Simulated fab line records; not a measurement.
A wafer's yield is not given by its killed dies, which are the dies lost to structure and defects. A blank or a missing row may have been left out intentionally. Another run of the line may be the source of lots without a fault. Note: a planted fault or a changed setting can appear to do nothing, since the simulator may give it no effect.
fab line records | flow n5_finfet
record lots=10 | wafers=30 | last_day=18
route steps=1938 shown BEOL_M0@738 PASS1_CAP@1873 TV_OPEN@1887 PASSIVATION@1936
lots that met no fault: from a run of the same line without faults
start_h: the number of hours between the record's first day and the start of the first shown wafer of the lot | wait_h: hours from the lot's prior step to this one | " as in the row above | L1.1+2: a row that stands for several wafers | - no value, or no start was given | * or withheld: withheld | < > ~ a bound
route shown NAME@n: names a module that has steps shown in the file, with the first one's number in the route | usual: average and standard deviation across the fault-free wafers | same: alike in all rows | chamber/n: place in a boat | sites: readings site by site | _std_site: the values' standard deviation | _edge_site: outer sites' mean less inner sites' | radius_mm: for every site, how far away it sits from the centre of the wafer | mask NAME#n: copy n | behind: the most recent tool/chamber to have shaped the wafer | hold: reason for holding the lot/hours on hold/outcome of the hold | device: the transistor (n, p or np) that didn't switch | end of line: tests of these same wafers at the route's end | step lacking rows: just its recipe | killed: dies that structure and defects cost at the first sort, which is not the same as the wafer's yield | map: a wafer's dies, x killed, . not, _ none there
set.NAME: the setting the step ran with; set.NAME@STEP: the setting that earlier step ran with | model.NAME: the simulator's own value behind a step, which no gauge read
route steps across a sampled set of lots; one table per step, one row per wafer
services: the hour from which a tool's chamber was out of use, counted from the record's first day as start_h (under 0 if before that day), plus the number of hours and why
## steps
# step N5_BEOL_M0_SPUTTER_134
# recipe material=Cu | target_thk_a=40 | temp_c=-20 | chamber_pressure_pa=0.07 | power_w=withheld | time_s=7.37
# usual throttle_valve_pct=30.2/0.71
# same time_s=7.37
lot.wafer | tool           | chamber | start_h | wait_h | throttle_valve_pct
L497.1    | pvd_sputter-02 | -       | 122.99  | 0.0    | 29.9
L497.5    | "              | -       | "       | "      | 29.6
L497.6    | "              | -       | "       | "      | 31.9
L499.4    | pvd_sputter-03 | -       | 139.67  | 0.0    | 30.4
L499.5    | "              | -       | "       | "      | 29.4
L499.6    | "              | -       | "       | "      | 29.9
L502.1    | pvd_sputter-02 | -       | 151.50  | 0.0    | 30.6
L502.3    | "              | -       | "       | "      | 31.6
L502.4    | "              | -       | "       | "      | 29.8
L500.1    | pvd_sputter-03 | -       | 151.69  | 0.0    | 29.8
L500.3    | "              | -       | "       | "      | 29.6
L500.6    | "              | -       | "       | "      | 29.7
L505.2    | pvd_sputter-02 | -       | 166.86  | 0.0    | 30.3
L505.3    | "              | -       | "       | "      | 32.1
L505.6    | "              | -       | "       | "      | 30.6
L507.1    | pvd_sputter-02 | -       | 182.80  | 0.0    | 30.3
L507.4    | "              | -       | "       | "      | 30.2
L507.6    | "              | -       | "       | "      | 30.0
L508.1    | pvd_sputter-02 | -       | 191.94  | 0.0    | 29.9
L508.4    | "              | -       | "       | "      | 30.0
L508.6    | "              | -       | "       | "      | 30.0
L511.1    | pvd_sputter-02 | -       | 209.99  | 0.0    | 29.9
L511.3    | "              | -       | "       | "      | 31.8
L511.5    | "              | -       | "       | "      | 30.7
L516.1    | pvd_sputter-02 | -       | 234.17  | 0.0    | 31.7
L516.5    | "              | -       | "       | "      | 29.9
L516.6    | "              | -       | "       | "      | 30.5
L519.1    | pvd_sputter-01 | -       | 248.12  | 0.0    | 31.0
L519.3    | "              | -       | "       | "      | 29.2
L519.5    | "              | -       | "       | "      | 29.8
# step N5_PASSIVATION_PECVD_55
# recipe material=SiO2 | target_thk_a=4000 | temp_c=400 | precursor=SiH4/N2O | pressure_torr=2.7 | rf_w=608 | time_s=22.5
# usual heater_power_outer_w=387/82 | heater_power_w=657/120 | showerhead_plenum_p_Torr=8.14/0.11 | throttle_valve_pct=53/3.1
# same time_s=22.5
lot.wafer | tool     | chamber | start_h | wait_h | heater_power_outer_w | heater_power_w | showerhead_plenum_p_Torr | throttle_valve_pct
L497.1    | pecvd-04 | 0       | 278.28  | 0.0    | 455                  | 757            | 8.15                     | 56
L497.5    | "        | 1       | "       | "      | 335                  | 567            | 8.21                     | 56
L497.6    | "        | 2       | "       | "      | 300                  | 565            | 8.23                     | 49
L499.4    | pecvd-03 | 1       | 296.27  | 0.0    | 446                  | 788            | 8.14                     | 49
L499.5    | "        | 0       | "       | "      | 381                  | 648            | 8.12                     | 50
L499.6    | "        | 2       | "       | "      | 546                  | 878            | 8.31                     | 49
L502.1    | pecvd-01 | 2       | 304.82  | 0.0    | 498                  | 807            | 7.92                     | 50
L502.3    | "        | 1       | "       | "      | 316                  | 546            | 8.19                     | 57
L502.4    | "        | 1       | "       | "      | 223                  | 412            | 8.20                     | 57
L500.1    | pecvd-03 | 1       | 314.09  | 0.0    | 469                  | 826            | 8.10                     | 49
L500.3    | "        | 2       | "       | "      | 518                  | 881            | 8.29                     | 49
L500.6    | "        | 1       | "       | "      | 480                  | 799            | 8.12                     | 49
L505.2    | pecvd-01 | 1       | 341.91  | 0.0    | 267                  | 484            | 8.20                     | 57
L505.3    | "        | 0       | "       | "      | 357                  | 587            | 8.09                     | 52
L505.6    | "        | 2       | "       | "      | 495                  | 777            | 7.89                     | 51
L507.1    | pecvd-03 | 0       | 342.36  | 0.0    | 408                  | 677            | 8.11                     | 50
L507.4    | "        | 1       | "       | "      | 363                  | 670            | 8.13                     | 49
L507.6    | "        | 0       | "       | "      | 418                  | 684            | 8.12                     | 50
L511.1    | pecvd-03 | 2       | 366.72  | 0.0    | 515                  | 852            | 8.27                     | 50
L511.3    | "        | 0       | "       | "      | 429                  | 681            | 8.11                     | 50
L511.5    | "        | 0       | "       | "      | 330                  | 558            | 8.12                     | 50
L508.1    | pecvd-01 | 2       | 370.35  | 0.0    | 414                  | 696            | 7.89                     | 51
L508.4    | "        | 0       | "       | "      | 385                  | 637            | 8.08                     | 52
L508.6    | "        | 1       | "       | "      | 258                  | 458            | 8.18                     | 57
L516.1    | pecvd-01 | 2       | 404.32  | 0.0    | 468                  | 762            | 7.89                     | 51
L516.5    | "        | 2       | "       | "      | 470                  | 754            | 7.89                     | 51
L516.6    | "        | 0       | "       | "      | 345                  | 578            | 8.08                     | 52
L519.1    | pecvd-01 | 0       | 419.41  | 0.0    | 353                  | 582            | 8.09                     | 52
L519.3    | "        | 1       | "       | "      | 307                  | 528            | 8.19                     | 57
L519.5    | "        | 0       | "       | "      | 367                  | 629            | 8.10                     | 52
# step N5_PASSIVATION_PASS_ETCH_74
# recipe chemistry=CF4/O2 | target=SiNx | target_depth_a=2200 | time_s=110 | ion_energy_ev=100 | pressure_mtorr=40 | source_w=535 | bias_w=49 | Ar_flow_sccm=100 | cf4_flow_sccm=100 | O2_flow_sccm=10
# usual O2_flow_sccm=10.00/0.032 | drypump_motor_current_A=5.5/0.49 | oes_f_703_au=0.80/0.08 | oes_o_777_au=0.79/0.079 | oes_product_au=0.80/0.078 | rf_vpp_V=241/5.4 | showerhead_plenum_p_Torr=2.21/0.071 | throttle_valve_pct=16.03/0.24
# same time_s=110
lot.wafer | tool        | chamber | start_h | wait_h | O2_flow_sccm | drypump_motor_current_A | oes_f_703_au | oes_o_777_au | oes_product_au | rf_hours_counter_h | rf_vpp_V | showerhead_plenum_p_Torr | throttle_valve_pct
L497.1    | rie_diel-04 | 0       | 283.65  | 0.0    | 10.01        | 5.3                     | 0.88         | 0.83         | 0.88           | 51                 | 246      | 2.23                     | 15.99
L497.5    | "           | 0       | "       | "      | 9.99         | 5.3                     | 0.88         | 0.84         | 0.88           | -                  | 243      | 2.23                     | 16.00
L497.6    | "           | 1       | "       | "      | 9.99         | 5.6                     | 0.75         | 0.75         | 0.76           | -                  | 246      | 2.20                     | 16.11
L499.4    | rie_diel-04 | 3       | 300.46  | 0.0    | 10.02        | 6.4                     | 0.73         | 0.72         | 0.72           | -                  | 237      | 2.18                     | 16.18
L499.5    | "           | 0       | "       | "      | 10.02        | 5.3                     | 0.87         | 0.83         | 0.87           | -                  | 245      | 2.23                     | 16.01
L499.6    | "           | 1       | "       | "      | 9.99         | 5.6                     | 0.75         | 0.75         | 0.75           | -                  | 246      | 2.19                     | 16.13
L502.1    | rie_diel-03 | 0       | 305.61  | 0.0    | 9.99         | 5.0                     | 0.90         | 0.87         | 0.89           | 47                 | 237      | 2.33                     | 15.77
L502.3    | "           | 2       | "       | "      | 10.01        | 5.1                     | 0.80         | 0.78         | 0.80           | 129                | 235      | 2.23                     | 16.14
L502.4    | "           | 3       | "       | "      | 9.97         | 6.2                     | 0.81         | 0.80         | 0.81           | 73                 | 241      | 2.16                     | 16.09
L500.1    | rie_diel-04 | 0       | 317.61  | 0.0    | 9.99         | 5.3                     | 0.86         | 0.82         | 0.86           | 61                 | 245      | 2.23                     | 16.03
L500.3    | "           | 2       | "       | "      | 10.05        | 4.7                     | 1.00         | 1.02         | 0.99           | 0                  | 235      | 2.31                     | 15.38
L500.6    | "           | 2       | "       | "      | 10.11        | 4.7                     | 1.01         | 1.04         | 0.99           | -                  | 235      | 2.31                     | 15.39
L505.2    | rie_diel-03 | 0       | 342.55  | 0.0    | 9.99         | 5.0                     | 0.88         | 0.86         | 0.88           | 57                 | 237      | 2.33                     | 15.80
L505.3    | "           | 3       | "       | "      | 9.97         | 6.2                     | 0.80         | 0.80         | 0.79           | 83                 | 241      | 2.15                     | 16.10
L505.6    | "           | 3       | "       | "      | 9.97         | 6.2                     | 0.81         | 0.79         | 0.81           | -                  | 239      | 2.15                     | 16.11
L507.1    | rie_diel-03 | 2       | 343.33  | 0.0    | 9.97         | 5.1                     | 0.79         | 0.76         | 0.79           | 139                | 237      | 2.22                     | 16.16
L507.4    | "           | 0       | "       | "      | 10.07        | 5.0                     | 0.88         | 0.86         | 0.87           | 58                 | 235      | 2.33                     | 15.80
L507.6    | "           | 0       | "       | "      | 10.02        | 4.9                     | 0.88         | 0.85         | 0.87           | -                  | 237      | 2.33                     | 15.81
L511.1    | rie_diel-03 | 2       | 367.27  | 0.0    | 10.05        | 5.1                     | 0.78         | 0.76         | 0.78           | 145                | 238      | 2.22                     | 16.16
L511.3    | "           | 3       | "       | "      | 10.01        | 6.2                     | 0.80         | 0.79         | 0.78           | 90                 | 241      | 2.15                     | 16.13
L511.5    | "           | 1       | "       | "      | 10.00        | 5.6                     | 0.70         | 0.70         | 0.70           | -                  | 245      | 2.18                     | 16.33
L508.1    | rie_diel-01 | 2       | 371.02  | 0.0    | 10.02        | 5.5                     | 0.79         | 0.83         | 0.81           | 91                 | 254      | 2.13                     | 15.82
L508.4    | "           | 1       | "       | "      | 9.98         | 5.1                     | 0.65         | 0.67         | 0.68           | 228                | 244      | 2.10                     | 16.43
L508.6    | "           | 0       | "       | "      | 9.96         | 5.3                     | 0.82         | 0.83         | 0.85           | -                  | 250      | 2.31                     | 15.94
L516.1    | rie_diel-04 | 2       | 405.36  | 0.0    | 10.03        | 4.7                     | 0.91         | 0.94         | 0.91           | 28                 | 235      | 2.30                     | 15.43
L516.5    | "           | 2       | "       | "      | 10.03        | 4.7                     | 0.90         | 0.93         | 0.90           | -                  | 235      | 2.30                     | 15.45
L516.6    | "           | 3       | "       | "      | 10.02        | 6.4                     | 0.71         | 0.69         | 0.71           | -                  | 236      | 2.17                     | 16.25
L519.1    | rie_diel-04 | 1       | 423.99  | 0.0    | 9.99         | 5.7                     | 0.72         | 0.73         | 0.73           | 213                | 245      | 2.18                     | 16.20
L519.3    | "           | 2       | "       | "      | 9.98         | 4.7                     | 0.90         | 0.92         | 0.89           | 35                 | 234      | 2.30                     | 15.46
L519.5    | "           | 0       | "       | "      | 10.04        | 5.3                     | 0.82         | 0.78         | 0.82           | -                  | 246      | 2.22                     | 16.09
# step N5_PASSIVATION_VIA_ETCH_13
# recipe chemistry=CHF3/O2 | target=SiO2 | target_depth_a=6600 | CHF3_flow_sccm=50 | O2_flow_sccm=5 | Ar_flow_sccm=200 | time_s=330 | mask_material=PR | pressure_mtorr=30 | source_w=650 | bias_w=170 | ion_energy_ev=200 | ends=cleared
# usual CHF3_flow_sccm=50.01/0.15 | O2_flow_sccm=5.000/0.016 | drypump_motor_current_A=5.5/0.49 | etch_rf_on_time_s=234/6.3 | oes_f_703_au=0.80/0.078 | oes_o_777_au=0.80/0.075 | oes_product_au=0.72/0.07 | rf_vpp_V=525/11 | showerhead_plenum_p_Torr=2.42/0.076 | throttle_valve_pct=18.93/0.26
lot.wafer | tool        | chamber | start_h | wait_h | CHF3_flow_sccm | O2_flow_sccm | drypump_motor_current_A | etch_rf_on_time_s | oes_f_703_au | oes_o_777_au | oes_product_au | rf_hours_counter_h | rf_vpp_V | showerhead_plenum_p_Torr | throttle_valve_pct
L497.1    | rie_diel-04 | 0       | 283.74  | 0.0    | 50.10          | 4.969        | 5.3                     | 229               | 0.87         | 0.84         | 0.79           | 51                 | 535      | 2.46                     | 19.01
L497.5    | "           | 0       | "       | "      | 49.95          | 4.985        | 5.3                     | 233               | 0.86         | 0.83         | 0.79           | -                  | 536      | 2.46                     | 19.03
L497.6    | "           | 1       | "       | "      | 50.14          | 4.961        | 5.7                     | 230               | 0.76         | 0.76         | 0.69           | -                  | 534      | 2.39                     | 18.94
L499.4    | rie_diel-04 | 3       | 300.60  | 0.1    | 49.86          | 5.001        | 6.4                     | 238               | 0.74         | 0.72         | 0.65           | -                  | 515      | 2.39                     | 19.12
L499.5    | "           | 0       | "       | "      | 50.06          | 4.986        | 5.3                     | 243               | 0.86         | 0.82         | 0.77           | -                  | 534      | 2.45                     | 19.05
L499.6    | "           | 1       | "       | "      | 49.97          | 5.002        | 5.7                     | 242               | 0.74         | 0.75         | 0.68           | -                  | 533      | 2.39                     | 18.94
L502.1    | rie_diel-03 | 0       | 305.70  | 0.0    | 49.85          | 4.978        | 5.0                     | 231               | 0.90         | 0.88         | 0.80           | 47                 | 515      | 2.54                     | 18.67
L502.3    | "           | 2       | "       | "      | 49.84          | 5.000        | 5.1                     | 233               | 0.80         | 0.79         | 0.71           | 129                | 515      | 2.43                     | 19.00
L502.4    | "           | 3       | "       | "      | 49.96          | 5.019        | 6.2                     | 233               | 0.81         | 0.80         | 0.72           | 73                 | 525      | 2.37                     | 19.09
L500.1    | rie_diel-04 | 0       | 317.70  | 0.0    | 49.97          | 4.973        | 5.3                     | 236               | 0.85         | 0.82         | 0.78           | 61                 | 534      | 2.45                     | 19.06
L500.3    | "           | 2       | "       | "      | 50.19          | 5.003        | 4.8                     | 245               | 1.00         | 0.99         | 0.90           | 1                  | 515      | 2.53                     | 18.30
L500.6    | "           | 2       | "       | "      | 49.89          | 5.012        | 4.8                     | 244               | 0.99         | 1.00         | 0.90           | -                  | 516      | 2.53                     | 18.28
L505.2    | rie_diel-03 | 0       | 342.64  | 0.0    | 50.22          | 5.014        | 5.0                     | 232               | 0.88         | 0.87         | 0.79           | 57                 | 515      | 2.54                     | 18.70
L505.3    | "           | 3       | "       | "      | 50.13          | 5.004        | 6.2                     | 224               | 0.81         | 0.80         | 0.73           | 83                 | 525      | 2.37                     | 19.11
L505.6    | "           | 3       | "       | "      | 50.10          | 4.989        | 6.2                     | 231               | 0.79         | 0.79         | 0.72           | -                  | 524      | 2.37                     | 19.13
L507.1    | rie_diel-03 | 2       | 343.43  | 0.0    | 49.92          | 4.986        | 5.0                     | 239               | 0.79         | 0.78         | 0.71           | 139                | 515      | 2.43                     | 19.02
L507.4    | "           | 0       | "       | "      | 49.84          | 4.977        | 4.9                     | 242               | 0.88         | 0.87         | 0.79           | 58                 | 515      | 2.54                     | 18.70
L507.6    | "           | 0       | "       | "      | 49.93          | 4.992        | 5.0                     | 245               | 0.88         | 0.87         | 0.78           | -                  | 514      | 2.54                     | 18.70
L511.1    | rie_diel-03 | 2       | 367.36  | 0.0    | 49.85          | 4.981        | 5.1                     | 239               | 0.78         | 0.77         | 0.70           | 145                | 515      | 2.43                     | 19.05
L511.3    | "           | 3       | "       | "      | 49.88          | 5.016        | 6.2                     | 235               | 0.79         | 0.79         | 0.71           | 91                 | 523      | 2.36                     | 19.13
L511.5    | "           | 1       | "       | "      | 50.07          | 5.003        | 5.6                     | 234               | 0.71         | 0.72         | 0.63           | -                  | 532      | 2.36                     | 19.10
L508.1    | rie_diel-01 | 2       | 371.11  | 0.0    | 49.92          | 4.982        | 5.4                     | 231               | 0.80         | 0.82         | 0.75           | 91                 | 551      | 2.31                     | 18.63
L508.4    | "           | 1       | "       | "      | 49.98          | 5.021        | 5.1                     | 242               | 0.66         | 0.67         | 0.62           | 229                | 527      | 2.31                     | 19.48
L508.6    | "           | 0       | "       | "      | 49.79          | 4.989        | 5.4                     | 225               | 0.83         | 0.85         | 0.77           | -                  | 544      | 2.51                     | 18.72
L516.1    | rie_diel-04 | 2       | 405.45  | 0.0    | 50.02          | 5.009        | 4.8                     | 231               | 0.90         | 0.89         | 0.82           | 28                 | 514      | 2.52                     | 18.35
L516.5    | "           | 2       | "       | "      | 49.98          | 4.993        | 4.8                     | 238               | 0.91         | 0.90         | 0.81           | -                  | 515      | 2.52                     | 18.34
L516.6    | "           | 3       | "       | "      | 50.12          | 4.990        | 6.4                     | 228               | 0.71         | 0.70         | 0.63           | -                  | 515      | 2.38                     | 19.18
L519.1    | rie_diel-04 | 1       | 424.08  | 0.0    | 50.04          | 4.991        | 5.7                     | 230               | 0.72         | 0.73         | 0.66           | 213                | 531      | 2.37                     | 18.99
L519.3    | "           | 2       | "       | "      | 50.10          | 5.022        | 4.7                     | 235               | 0.89         | 0.89         | 0.81           | 35                 | 512      | 2.52                     | 18.36
L519.5    | "           | 0       | "       | "      | 50.02          | 4.989        | 5.3                     | 231               | 0.82         | 0.78         | 0.74           | -                  | 536      | 2.44                     | 19.10
# step N5_PASSIVATION_PROBE_49
# usual defect_limited_yield=91.3/1.4 | killed_at_M0_to_M3=36/10 | killed_at_M4_up=13/5.4 | killed_at_contacts=12/5.3 | killed_at_front_end=39/10 | killed_at_other=3.2/2.7 | killed_dies=103/16 | killed_open=68/13 | killed_short=33/6.6 | sort_bin_5_function=5.1/0.92 | sort_bin_6_memory=3.3/0.68 | sort_bin_8_speed=0.1/0.41 | sort_n_pass=1077/17 | sort_yield_pct=91.2/1.4
# same gross_dies=1180 | killed_at_back_side=0 | sort_bin_4_leakage[%]=0
lot.wafer | tool      | chamber | start_h | wait_h | defect_limited_yield[%] | killed_at_M0_to_M3 | killed_at_M4_up | killed_at_contacts | killed_at_front_end | killed_at_other | killed_dies | killed_open | killed_short | sort_bin_5_function[%] | sort_bin_6_memory[%] | sort_bin_8_speed[%] | sort_n_pass | sort_yield_pct[%]
L499.4    | prober-01 | -       | 307.59  | 0.3    | 91.7                    | 26                 | 14              | 24                 | 32                  | 2               | 98          | 69          | 28           | 5.3                    | 2.9                  | 0                   | 1082        | 91.7
L499.5    | prober-01 | -       | 307.64  | 0.4    | 91.4                    | 37                 | 22              | 9                  | 33                  | 0               | 101         | 63          | 35           | 4.9                    | 3.5                  | 0                   | 1079        | 91.4
L499.6    | prober-01 | -       | 307.69  | 0.4    | 91.0                    | 34                 | 15              | 11                 | 44                  | 2               | 106         | 67          | 37           | 5.3                    | 3.6                  | 0                   | 1074        | 91.0
L500.1    | prober-01 | -       | 324.67  | 0.0    | 92.1                    | 32                 | 13              | 19                 | 29                  | 0               | 93          | 58          | 35           | 4.8                    | 2.7                  | 0.4                 | 1082        | 91.7
L500.3    | prober-01 | -       | 324.77  | 0.1    | 90.8                    | 25                 | 17              | 13                 | 50                  | 3               | 108         | 79          | 29           | 5.2                    | 3.8                  | 0                   | 1072        | 90.8
L500.6    | prober-01 | -       | 324.92  | 0.3    | 91.9                    | 36                 | 12              | 11                 | 34                  | 3               | 96          | 70          | 25           | 5.2                    | 2.9                  | 0                   | 1084        | 91.9
L505.2    | prober-01 | -       | 349.54  | 0.8    | 88.6                    | 43                 | 12              | 20                 | 58                  | 2               | 135         | 95          | 39           | 7.3                    | 3.9                  | 0                   | 1045        | 88.6
L505.3    | prober-01 | -       | 349.59  | 0.9    | 90.8                    | 31                 | 11              | 5                  | 56                  | 6               | 109         | 64          | 42           | 5.4                    | 3.6                  | 0                   | 1071        | 90.8
L505.6    | prober-01 | -       | 349.74  | 1.0    | 91.3                    | 30                 | 7               | 6                  | 60                  | 0               | 103         | 70          | 31           | 5.2                    | 3.1                  | 4.6                 | 1023        | 86.7
L511.1    | prober-02 | -       | 374.82  | 0.0    | 80.5                    | 163                | 11              | 10                 | 46                  | 0               | 230         | 58          | 33           | 11.4                   | 4.7                  | 0                   | 950         | 80.5
L511.3    | prober-02 | -       | 374.92  | 0.1    | 86.9                    | 95                 | 17              | 11                 | 32                  | 0               | 155         | 69          | 19           | 8.4                    | 2.9                  | 0                   | 1025        | 86.9
L511.5    | prober-02 | -       | 375.02  | 0.2    | 82.7                    | 155                | 9               | 15                 | 25                  | 0               | 204         | 51          | 30           | 10.8                   | 3.7                  | 0                   | 976         | 82.7
L516.1    | prober-02 | -       | 412.14  | 0.0    | 86.4                    | 98                 | 15              | 6                  | 39                  | 2               | 160         | 62          | 37           | 9.0                    | 3.3                  | 0                   | 1020        | 86.4
L516.5    | prober-02 | -       | 412.34  | 0.2    | 80.4                    | 161                | 8               | 16                 | 42                  | 4               | 231         | 65          | 34           | 12.3                   | 4.9                  | 0                   | 949         | 80.4
L516.6    | prober-02 | -       | 412.39  | 0.3    | 81.2                    | 147                | 18              | 11                 | 41                  | 5               | 222         | 75          | 32           | 10.9                   | 5.3                  | 0                   | 958         | 81.2
L519.1    | prober-01 | -       | 432.40  | 0.0    | 90.7                    | 44                 | 10              | 16                 | 36                  | 4               | 110         | 76          | 33           | 5.1                    | 4.0                  | 0                   | 1070        | 90.7
L519.3    | prober-01 | -       | 432.50  | 0.1    | 90.3                    | 27                 | 11              | 18                 | 52                  | 6               | 114         | 73          | 41           | 6.0                    | 3.4                  | 0                   | 1066        | 90.3
L519.5    | prober-01 | -       | 432.60  | 0.2    | 88.6                    | 35                 | 15              | 11                 | 68                  | 5               | 134         | 97          | 37           | 7.3                    | 3.7                  | 0                   | 1046        | 88.6
# killed by level:class
L499.4 MOL_CONTACT_COAG:geometric_particle:open=23 BEOL_M0_SAQP:geometric_particle:short=9 BEOL_M0_SAQP:geometric_particle:open=9 BEOL_M4:geometric_particle:open=6 FIN_SAQP:geometric_particle:short=5 STI_FIN_REVEAL:geometric_particle:open=5 GATE_CUT:geometric_particle:open=4 BEOL_M1:geometric_particle:open=4
L499.5 BEOL_M0_SAQP:geometric_particle:short=15 BEOL_M0_SAQP:geometric_particle:open=11 FIN_SAQP:geometric_particle:open=9 BEOL_M4:geometric_particle:open=9 MOL_CONTACT_COAG:geometric_particle:open=8 STI_FIN_REVEAL:geometric_particle:open=5 BEOL_M3:geometric_particle:open=5 STI_FIN_REVEAL:geometric_particle:short=4
L499.6 FIN_SAQP:geometric_particle:open=12 BEOL_M0_SAQP:geometric_particle:open=12 STI_FIN_REVEAL:geometric_particle:open=10 MOL_CONTACT_COAG:geometric_particle:open=8 BEOL_M0_SAQP:geometric_particle:short=6 STARTING-WAFER:geometric_particle:short=6 FIN_SAQP:geometric_particle:short=5 BEOL_M3:geometric_particle:open=5
L500.1 MOL_CONTACT_COAG:geometric_particle:open=14 STI_FIN_REVEAL:geometric_particle:open=9 BEOL_M0_SAQP:geometric_particle:open=7 BEOL_M0_SAQP:geometric_particle:short=7 BEOL_M3:geometric_particle:short=6 MOL_CONTACT_COAG:geometric_particle:short=5 BEOL_M4:geometric_particle:open=5 FIN_SAQP:geometric_particle:short=3
L500.3 FIN_SAQP:geometric_particle:open=17 MOL_CONTACT_COAG:geometric_particle:open=11 FIN_SAQP:geometric_particle:short=10 STI_FIN_REVEAL:geometric_particle:open=7 BEOL_M4:geometric_particle:open=7 BEOL_M2:geometric_particle:open=6 BEOL_M3:geometric_particle:open=6 GATE_CUT:geometric_particle:short=5
L500.6 FIN_SAQP:geometric_particle:open=13 BEOL_M3:geometric_particle:open=11 BEOL_M1:geometric_particle:open=10 MOL_CONTACT_COAG:geometric_particle:open=9 BEOL_M4:geometric_particle:open=5 STI_FIN_REVEAL:geometric_particle:open=5 BEOL_M0_SAQP:geometric_particle:short=5 FIN_SAQP:geometric_particle:short=4
L505.2 FIN_SAQP:geometric_particle:open=17 MOL_CONTACT_COAG:geometric_particle:open=16 BEOL_M2:geometric_particle:open=13 STI_FIN_REVEAL:geometric_particle:open=9 BEOL_M3:geometric_particle:open=9 FIN_SAQP:geometric_particle:short=6 BEOL_M4:geometric_particle:open=6 DUMMY_GATE:geometric_particle:open=4
L505.3 FIN_SAQP:geometric_particle:open=10 GATE_CUT:geometric_particle:short=8 ILD0:geometric_particle:open=8 BEOL_M2:geometric_particle:open=7 FIN_SAQP:geometric_particle:short=6 BEOL_M1:geometric_particle:open=6 STI_FIN_REVEAL:geometric_particle:open=5 BEOL_M0_SAQP:geometric_particle:short=5
L505.6 FIN_SAQP:geometric_particle:open=25 FIN_SAQP:geometric_particle:short=10 MOL_CONTACT_COAG:geometric_particle:open=6 BEOL_M3:geometric_particle:open=6 BEOL_M0_SAQP:geometric_particle:short=5 BEOL_M1:geometric_particle:open=5 BEOL_M2:geometric_particle:open=5 BEOL_M0_SAQP:geometric_particle:open=4
L511.1 BEOL_M0:unspecified=129 BEOL_M0_SAQP:geometric_particle:short=14 FIN_SAQP:geometric_particle:open=12 BEOL_M0_SAQP:geometric_particle:open=9 HKMG_FIN:area_etch=9 MOL_CONTACT_COAG:geometric_particle:open=8 BEOL_M4:geometric_particle:open=7 FIN_SAQP:geometric_particle:short=4
L511.3 BEOL_M0:unspecified=66 MOL_CONTACT_COAG:geometric_particle:open=9 BEOL_M1:geometric_particle:open=8 BEOL_M4:geometric_particle:open=8 DUMMY_GATE:geometric_particle:open=7 BEOL_M0_SAQP:geometric_particle:open=7 FIN_SAQP:geometric_particle:open=6 BEOL_M0_SAQP:geometric_particle:short=5
L511.5 BEOL_M0:unspecified=122 BEOL_M0_SAQP:geometric_particle:open=12 MOL_CONTACT_COAG:geometric_particle:open=10 FIN_SAQP:geometric_particle:short=8 BEOL_M0_SAQP:geometric_particle:short=6 BEOL_M0:geometric_particle:open=6 MOL_CONTACT_COAG:geometric_particle:short=5 FIN_SAQP:geometric_particle:open=4
L516.1 BEOL_M0:unspecified=57 BEOL_M1:geometric_particle:open=12 BEOL_M3:geometric_particle:open=11 FIN_SAQP:geometric_particle:short=9 FIN_SAQP:geometric_particle:open=9 BEOL_M4:geometric_particle:open=8 STI_FIN_REVEAL:geometric_particle:open=6 BEOL_M2:geometric_particle:short=5
L516.5 BEOL_M0:unspecified=132 MOL_CONTACT_COAG:geometric_particle:open=14 STI_FIN_REVEAL:geometric_particle:open=13 BEOL_M1:geometric_particle:open=7 BEOL_M0_SAQP:geometric_particle:short=6 FIN_SAQP:geometric_particle:open=5 FIN_SAQP:geometric_particle:short=5 BEOL_M0_SAQP:geometric_particle:open=5
L516.6 BEOL_M0:unspecified=115 STI_FIN_REVEAL:geometric_particle:open=12 MOL_CONTACT_COAG:geometric_particle:open=11 FIN_SAQP:geometric_particle:short=10 FIN_SAQP:geometric_particle:open=10 BEOL_M4:geometric_particle:open=10 BEOL_M1:geometric_particle:open=7 BEOL_M0_SAQP:geometric_particle:open=6
L519.1 STI_FIN_REVEAL:geometric_particle:open=15 MOL_CONTACT_COAG:geometric_particle:open=12 BEOL_M2:geometric_particle:open=11 BEOL_M0_SAQP:geometric_particle:open=8 BEOL_M1:geometric_particle:open=7 BEOL_M0_SAQP:geometric_particle:short=5 MOL_CONTACT_COAG:geometric_particle:short=4 BEOL_M3:geometric_particle:open=4
L519.3 STI_FIN_REVEAL:geometric_particle:open=16 MOL_CONTACT_COAG:geometric_particle:open=13 FIN_SAQP:geometric_particle:open=6 BEOL_M1:geometric_particle:open=6 BEOL_M2:geometric_particle:open=6 BEOL_M3:geometric_particle:open=6 FIN_SAQP:geometric_particle:short=5 GATE_CUT:geometric_particle:short=5
L519.5 STI_FIN_REVEAL:geometric_particle:open=29 BEOL_M3:geometric_particle:open=12 BEOL_M1:geometric_particle:open=9 STI_FIN_REVEAL:geometric_particle:short=8 MOL_CONTACT_COAG:geometric_particle:open=8 FIN_SAQP:geometric_particle:open=6 BEOL_M2:geometric_particle:open=5 BEOL_M4:geometric_particle:open=4
## services
tool           | chamber | start_h | hours | kind
pecvd-04       | -       | 125.96  | 1.0   | repair
rie_diel-04    | -       | 136.35  | 1.1   | repair
pvd_sputter-02 | -       | 146.23  | 1.1   | repair
rie_diel-04    | 0       | 152.81  | 8.1   | repair
rie_diel-04    | -       | 167.56  | 0.5   | repair
pecvd-03       | 0       | 179.35  | 5.6   | repair
pecvd-03       | -       | 190.15  | 1.2   | repair
pecvd-04       | 2       | 215.90  | 3.4   | repair
rie_diel-01    | 0       | 223.37  | 15.1  | repair
pecvd-03       | 0       | 228.65  | 2.3   | repair
pecvd-04       | 2       | 228.99  | 4.0   | repair
rie_diel-01    | 3       | 232.64  | 22.4  | repair
pecvd-01       | 1       | 233.56  | 22.8  | repair
rie_diel-03    | -       | 244.35  | 28.1  | pm
rie_diel-03    | -       | 274.37  | 14.6  | pm
rie_diel-03    | -       | 302.43  | 0.1   | repair
rie_diel-04    | -       | 305.71  | 4.3   | pm
rie_diel-01    | -       | 311.69  | 0.4   | repair
pecvd-03       | 0       | 333.35  | 5.9   | repair
pecvd-01       | -       | 353.41  | 6.0   | pm
pecvd-03       | -       | 357.19  | 1.2   | repair
pvd_sputter-01 | -       | 367.25  | 3.0   | repair
pvd_sputter-03 | -       | 385.93  | 7.3   | repair
rie_diel-04    | 1       | 386.02  | 8.0   | repair
## key
first_sign step=N5_PASSIVATION_PROBE_49 | reading=killed_at_M0_to_M3 | direction=up | sigmas=9.7 | usual=36 | struck=136
effect step=N5_PASSIVATION_PROBE_49 | reading=defect_limited_yield | direction=down | sigmas=6 | usual=91.3 | struck=83.0
more_kills_born_at N5_BEOL_M0_SPUTTER_134@pvd_sputter-02=621
met_at N5_BEOL_M0_SPUTTER_134
struck_lots L511,L516
not_acting_at N5_PASSIVATION_PECVD_55,N5_PASSIVATION_PASS_ETCH_74,N5_PASSIVATION_VIA_ETCH_13
onset_between 191.94 209.99
fault kind=chamber_particle_source | tool=pvd_sputter-02 | chamber=- | onset_h=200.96 | steps=N5_BEOL_M0_SPUTTER_134 | rate_per_visit_cm2=0.93475 | end_h=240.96
